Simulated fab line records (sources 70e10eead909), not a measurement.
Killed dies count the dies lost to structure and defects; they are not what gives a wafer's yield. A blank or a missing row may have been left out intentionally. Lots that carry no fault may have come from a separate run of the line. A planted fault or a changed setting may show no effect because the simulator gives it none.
Chamber matching || flow nand-harc || NHARC_A_STAIRCASE_ETCH_253 on rie-diel-03 has 4 sister chambers
The step etches the open film in C4F8/O2, target depth 50 nm, time 20.2 s. 4 wafers are shown with their chamber, then 8 later ones without.

## EACH WAFER AND ITS CHAMBER
{"wafer": "L089.3", "chamber": 3, "rf-vpp-V (V)": 899}
{"wafer": "L089.4", "chamber": 0, "rf-vpp-V (V)": 890}
{"wafer": "L092.6", "chamber": 1, "rf-vpp-V (V)": 887}
{"wafer": "L093.2", "chamber": 2, "rf-vpp-V (V)": 896}

## WAFERS WHOSE CHAMBER IS MISSING
{"wafer": "L093.3", "rf-vpp-V (V)": 889}
{"wafer": "L093.5", "rf-vpp-V (V)": 896}
{"wafer": "L094.1", "rf-vpp-V (V)": 896}
{"wafer": "L094.3", "rf-vpp-V (V)": 887}
{"wafer": "L094.6", "rf-vpp-V (V)": 899}
{"wafer": "L097.2", "rf-vpp-V (V)": 890}
{"wafer": "L097.4", "rf-vpp-V (V)": 896}
{"wafer": "L097.5", "rf-vpp-V (V)": 896}

## WHICH CHAMBER EACH WENT THROUGH
{"wafer": "L093.3", "from the rows above": 0, "in truth": 0}
{"wafer": "L093.5", "from the rows above": 2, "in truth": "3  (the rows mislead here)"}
{"wafer": "L094.1", "from the rows above": 2, "in truth": 2}
{"wafer": "L094.3", "from the rows above": 1, "in truth": 1}
{"wafer": "L094.6", "from the rows above": 3, "in truth": 3}
{"wafer": "L097.2", "from the rows above": 0, "in truth": 0}
{"wafer": "L097.4", "from the rows above": 2, "in truth": 2}
{"wafer": "L097.5", "from the rows above": 2, "in truth": 2}
7 of 8 placed correctly. Number that these rows cannot place: 0. 1 placed wrongly.
How it was worked out, from the rows above alone: a wafer's distance from a chamber is the root of the sum, over the readings, of the square of ((its reading less the chamber's mean) divided by the reading's scatter). The wafer belongs to the nearest chamber; if the next one is less than 2 further off, it can't be placed. The mean given for a chamber averages the wafers shown for that chamber. The scatter: with one shown wafer a chamber, the root of the mean of the squares of how far each hidden wafer lies from its nearest shown one.
